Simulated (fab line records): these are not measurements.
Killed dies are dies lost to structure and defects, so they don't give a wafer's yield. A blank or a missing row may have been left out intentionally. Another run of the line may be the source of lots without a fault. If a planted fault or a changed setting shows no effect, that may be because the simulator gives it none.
Comparing a struck lot with a sound one :: flow nand_harc :: 16 out of 1302 route steps
Sound: these wafers, L129.2, L129.3, L129.5. Struck: wafers L147.1, L147.3 (left out: L147.2, a lot-mate that was not struck); the cause follows at the end.
For every step that has rows: the tool of each side, followed by ch and its chambers, followed by its first start. Under that, the readings that differ: sound wafers :: struck wafers :: difference of the means :: sigmas: that difference in standard deviations of wafers without a fault.
alike: words and numbers the same on both sides, and readings whose means are apart by under 2 such deviations; not compared: readings that were withheld, readings missing a value for some wafer, numbers with overlapping values and no deviation given by the record, and bounds like >300 which may hide the same value.
Wherever a step has rows on one side only, a row that says differs or no value, or a row with sigmas, the two part there. When numbers do not overlap yet have no deviation, they are printed without sigmas and do not part them. A reading missing from all wafers of one side parts the sides only when that side holds two or more wafers.

NHARC_A_ONON_D2_THK_MEAS_11: measures by ellipsometry.
  sound: film_metro-02 at day 13 11:40; struck: film_metro-01 at day 20 22:26
  alike: thk_nm
after that, 1 step with no rows for these wafers: NHARC_A_ONON_D2_DEP_12 (target thk 1000 nm).
NHARC_A_ONON_D2_THK_MEAS_14: measures by ellipsometry.
  sound: film_metro-01 at day 13 12:14; struck: film_metro-02 at day 20 23:02
  alike: thk_nm
then, 2 steps without rows for these wafers: NHARC_A_ONON_D2_ANNEAL_15 (time 3600 s); NHARC_A_ONON_D2_DEP_16 (target thk 1000 nm).
NHARC_A_ONON_D2_THK_MEAS_18: measures by ellipsometry.
  sound: film_metro-01 at day 13 23:37; struck: film_metro-02 at day 21 06:44
  alike: thk_nm
after that, 1 step with no rows for these wafers: NHARC_A_ONON_D2_DEP_19 (target thk 1000 nm).
NHARC_A_ONON_D2_THK_MEAS_21: measures by ellipsometry.
  sound: film_metro-02 at day 14 00:23; struck: film_metro-01 at day 21 07:19
  alike: thk_nm
after that, 1 step with no rows for these wafers: NHARC_A_ONON_D2_DEP_22 (target thk 1000 nm).
NHARC_A_ONON_D2_THK_MEAS_24: measures by ellipsometry.
  sound: film_metro-01 at day 14 01:05; struck: film_metro-01 at day 21 07:53
  alike: thk_nm
after that, 1 step with no rows for these wafers: NHARC_A_ONON_D2_DEP_25 (target thk 1000 nm).
NHARC_A_ONON_D2_THK_MEAS_27: measures by ellipsometry.
  sound: film_metro-01 at day 14 01:39; struck: film_metro-02 at day 21 08:27
  alike: thk_nm
NHARC_A_ONON_D2_DEP_28: target thk 1000 nm.
  sound on pecvd_onon-01 ch 0, day 14 01:46; struck on pecvd_onon-01 ch 0, day 21 08:30
NHARC_A_ONON_D2_THK_MEAS_30: measures by ellipsometry.
  sound: film_metro-01 at day 14 02:13; struck: film_metro-02 at day 21 09:01
reading: thk_nm (nm)
sound: 1005 1005 1007
struck: 1104 1104
difference: +98
sigmas: +13
NHARC_A_ONON_D2_DEP_33: deposits SiO2, target thk 200 nm.
  sound on pecvd-04 ch 0,1,2, day 14 02:16; struck on pecvd-04 ch 1,2, day 21 09:04
  alike: flow_sccm, heater_power_w, throttle_valve_pct
-- record jumps: 11 days between struck wafers' starts before vs after; left off in module A_ONON_D2, resumes in module END, first step shown is number 1302 of the route --
NHARC_END_SORT_01:
  the record has rows for the struck wafers here (prober-02 ch 0, day 32 06:41) and none for the sound ones

## WHERE THEY PART
At NHARC_A_ONON_D2_THK_MEAS_30 first; at NHARC_END_SORT_01 last (within this record only).

WHY: whatever the simulator had introduced
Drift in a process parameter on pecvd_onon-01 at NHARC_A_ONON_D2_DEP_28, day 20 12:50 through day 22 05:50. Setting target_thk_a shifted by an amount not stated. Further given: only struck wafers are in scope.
